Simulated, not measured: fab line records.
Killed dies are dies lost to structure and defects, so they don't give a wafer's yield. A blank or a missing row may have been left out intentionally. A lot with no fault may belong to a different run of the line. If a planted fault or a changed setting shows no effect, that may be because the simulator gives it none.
What tool caused it? | flow nand harc | Sampling: 24 lots, 72 wafers, 2 of 1159 route steps

## WHAT EACH GAUGE READ, for each wafer
NHARC_P_BONDPAD_THK_MEAS_33: measures by ellipsometry. Usual: 199.9 nm for thk nm, sd 1.8.
lot  | measured     | on            | thk nm (nm)       | flag
L074 | day 6 03:00  | film metro-01 | 200.3 201.0 201.1 |
L076 | day 7 00:59  | film metro-01 | 199.6 201.5 198.2 |
L075 | day 7 01:56  | film metro-02 | 200.4 197.1 201.2 |
L078 | day 7 03:39  | film metro-02 | 198.5 201.1 198.2 |
L077 | day 7 07:16  | film metro-01 | 200.2 196.9 200.0 |
L079 | day 7 15:32  | film metro-01 | 200.0 198.5 201.7 |
L080 | day 7 22:19  | film metro-01 | 200.2 200.3 197.5 |
L081 | day 8 04:39  | film metro-02 | 201.8 204.1 201.7 |
L082 | day 8 07:35  | film metro-01 | 196.9 201.5 197.6 |
L083 | day 8 09:35  | film metro-01 | 200.4 199.9 201.1 |
L084 | day 8 12:55  | film metro-02 | 198.6 199.4 199.9 |
L088 | day 9 13:59  | film metro-01 | 199.1 201.3 196.7 |
L085 | day 9 14:38  | film metro-02 | 202.3 199.1 201.3 |
L086 | day 9 15:43  | film metro-01 | 196.3 202.2 202.4 |
L087 | day 9 16:58  | film metro-02 | 197.6 199.1 198.7 |
L089 | day 10 08:43 | film metro-01 | 200.6 204.7 203.9 |
L090 | day 10 09:29 | film metro-01 | 202.1 200.5 198.9 |
L091 | day 10 12:38 | film metro-01 | 200.2 200.5 199.9 |
L093 | day 10 23:41 | film metro-02 | 200.5 203.0 198.4 |
L092 | day 11 00:32 | film metro-01 | 200.8 202.0 199.0 |
L095 | day 11 11:25 | film metro-02 | 200.2 201.1 197.0 |
L094 | day 11 12:35 | film metro-01 | 201.1 202.7 200.3 |
L096 | day 12 05:32 | film metro-02 | 202.7 200.0 202.2 |
L097 | day 12 06:08 | film metro-01 | 199.1 199.2 200.6 |

## TOOL THAT RAN EACH LOT (tool first, then ch and the chambers of the sampled wafers, then the start)
lot  | NHARC_P_M2_DEP_33
L074 | pecvd-01 ch 0,1,2, day 6 01:59
L076 | pecvd-01 ch 0,1,2, day 7 00:02
L075 | pecvd-01 ch 1,2, day 7 00:49
L078 | pecvd-02 ch 0,2, day 7 02:37
L077 | pecvd-03 ch 0,2, day 7 06:19
L079 | pecvd-01 ch 0,2, day 7 14:21
L080 | pecvd-03 ch 0,2, day 7 21:16
L081 | pecvd-03 ch 0,1,2, day 8 03:35
L082 | pecvd-02 ch 0,1,2, day 8 06:36
L083 | pecvd-02 ch 1,2, day 8 08:33
L084 | pecvd-03 ch 0,1, day 8 11:50
L088 | pecvd-02 ch 1,2, day 9 12:54
L085 | pecvd-02 ch 0,1,2, day 9 13:35
L086 | pecvd-01 ch 0,2, day 9 14:41
L087 | pecvd-02 ch 0,1, day 9 15:59
L089 | pecvd-03 ch 0,2, day 10 07:41
L090 | pecvd-03 ch 0,1,2, day 10 08:29
L091 | pecvd-03 ch 0,1,2, day 10 11:41
L093 | pecvd-02 ch 0,2, day 10 22:37
L092 | pecvd-02 ch 0,1,2, day 10 23:28
L095 | pecvd-01 ch 0,1, day 11 10:24
L094 | pecvd-01 ch 1,2, day 11 11:29
L096 | pecvd-02 ch 0,1,2, day 12 04:28
L097 | pecvd-02 ch 0,2, day 12 05:04
- NHARC_P_M2_DEP_33: deposits SiCN, target thk 30 nm.

## WHAT THE TOOLS THEMSELVES READ (means of the sampled wafers that have a number; where no wafer has one, the mark that the record gives instead)
NHARC_P_M2_DEP_33. Usual: 573 W for heater power w, sd 82.
lot  | tool     | heater power w (W) | flag
L074 | pecvd-01 | 517                |
L076 | pecvd-01 | 512                |
L075 | pecvd-01 | 536                |
L078 | pecvd-02 | 586                |
L077 | pecvd-03 | 608                |
L079 | pecvd-01 | 485                |
L080 | pecvd-03 | 578                |
L081 | pecvd-03 | 558                |
L082 | pecvd-02 | 604                |
L083 | pecvd-02 | 615                |
L084 | pecvd-03 | 557                |
L088 | pecvd-02 | 603                |
L085 | pecvd-02 | 566                |
L086 | pecvd-01 | 564                |
L087 | pecvd-02 | 654                |
L089 | pecvd-03 | 536                |
L090 | pecvd-03 | 582                |
L091 | pecvd-03 | 580                |
L093 | pecvd-02 | 500                |
L092 | pecvd-02 | 612                |
L095 | pecvd-01 | 583                |
L094 | pecvd-01 | 527                |
L096 | pecvd-02 | 595                |
L097 | pecvd-02 | 526                |

## THE ANSWER, worked out from the rows above alone
Rule: lot off if the mean of its wafers having a number is beyond 3 standard deviations from the usual mean. Also off: a lot with no number at a reading for which 4 or more lots have one. Any other lot the step has rows for is counted as sound. Order of review: gauges by route order, followed by the tools' own readings, for which a lot's mean as printed above is used. The first step at which some lot is off is used, and at that step the reading that is off furthest; a lot without a number counts as furthest.
No lot is off at any reading shown: from this, nothing can be told.

## WHAT THE SIMULATOR PUT IN
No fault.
